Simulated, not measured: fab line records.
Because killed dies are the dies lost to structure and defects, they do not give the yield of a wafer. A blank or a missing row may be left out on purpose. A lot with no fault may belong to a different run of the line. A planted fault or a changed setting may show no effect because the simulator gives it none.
Chamber matching || flow nandHarc || NHARC_A_BLC_CMP_25 on cmp-02: 4 sister chambers
The step polishes, t overpolish 30 s, target thk 150 nm. 8 wafers are shown with their chamber, then 8 later ones without.

## WAFERS, EACH WITH ITS CHAMBER
{"wafer": "L081.6", "chamber": 2, "motorCurrentA (A)": 11.5, "timeToEndpointS (s)": 35.0}
{"wafer": "L085.5", "chamber": 3, "motorCurrentA (A)": 10.3, "timeToEndpointS (s)": 26.4}
{"wafer": "L087.2", "chamber": 3, "motorCurrentA (A)": 10.5, "timeToEndpointS (s)": 24.4}
{"wafer": "L087.3", "chamber": 0, "motorCurrentA (A)": 9.7, "timeToEndpointS (s)": 31.6}
{"wafer": "L092.1", "chamber": 1, "motorCurrentA (A)": 13.4, "timeToEndpointS (s)": 30.0}
{"wafer": "L092.2", "chamber": 0, "motorCurrentA (A)": 10.4, "timeToEndpointS (s)": 28.8}
{"wafer": "L092.4", "chamber": 2, "motorCurrentA (A)": 11.8, "timeToEndpointS (s)": 30.8}
{"wafer": "L093.1", "chamber": 1, "motorCurrentA (A)": 13.8, "timeToEndpointS (s)": 31.3}

## WAFERS WHOSE CHAMBER IS MISSING
{"wafer": "L093.3", "motorCurrentA (A)": 10.1, "timeToEndpointS (s)": 29.1}
{"wafer": "L093.5", "motorCurrentA (A)": 12.2, "timeToEndpointS (s)": 33.0}
{"wafer": "L097.1", "motorCurrentA (A)": 9.6, "timeToEndpointS (s)": 30.1}
{"wafer": "L097.5", "motorCurrentA (A)": 11.7, "timeToEndpointS (s)": 32.1}
{"wafer": "L097.6", "motorCurrentA (A)": 10.8, "timeToEndpointS (s)": 26.4}
{"wafer": "L096.1", "motorCurrentA (A)": 9.9, "timeToEndpointS (s)": 25.7}
{"wafer": "L096.2", "motorCurrentA (A)": 13.9, "timeToEndpointS (s)": 30.0}
{"wafer": "L096.3", "motorCurrentA (A)": 9.8, "timeToEndpointS (s)": 29.2}

## THE CHAMBER EACH PASSED THROUGH
{"wafer": "L093.3", "from the rows above": "can't be placed: 0 or 3", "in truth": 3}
{"wafer": "L093.5", "from the rows above": 2, "in truth": 2}
{"wafer": "L097.1", "from the rows above": 0, "in truth": 0}
{"wafer": "L097.5", "from the rows above": 2, "in truth": 2}
{"wafer": "L097.6", "from the rows above": "can't be placed: 3 or 0", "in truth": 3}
{"wafer": "L096.1", "from the rows above": "can't be placed: 3 or 0", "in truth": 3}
{"wafer": "L096.2", "from the rows above": 1, "in truth": 1}
{"wafer": "L096.3", "from the rows above": "can't be placed: 0 or 3", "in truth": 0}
Placed correctly: 4 of 8. From these rows, 4 cannot be placed; in 4 the true chamber is one of the candidates. 0 placed wrongly.
How it was worked out, from the rows above alone: a wafer's distance from a chamber is the root of the sum, over the readings, of the square of ((its reading less the chamber's mean) divided by the reading's scatter). The wafer belongs to the nearest chamber; if the next one is less than 2 further off, it can't be placed. A chamber's mean is the mean of its shown wafers. How the scatter is found: for the shown wafers, subtract from each reading the mean of its chamber, square and add these, divide the total by (wafers less chambers), then take the root.
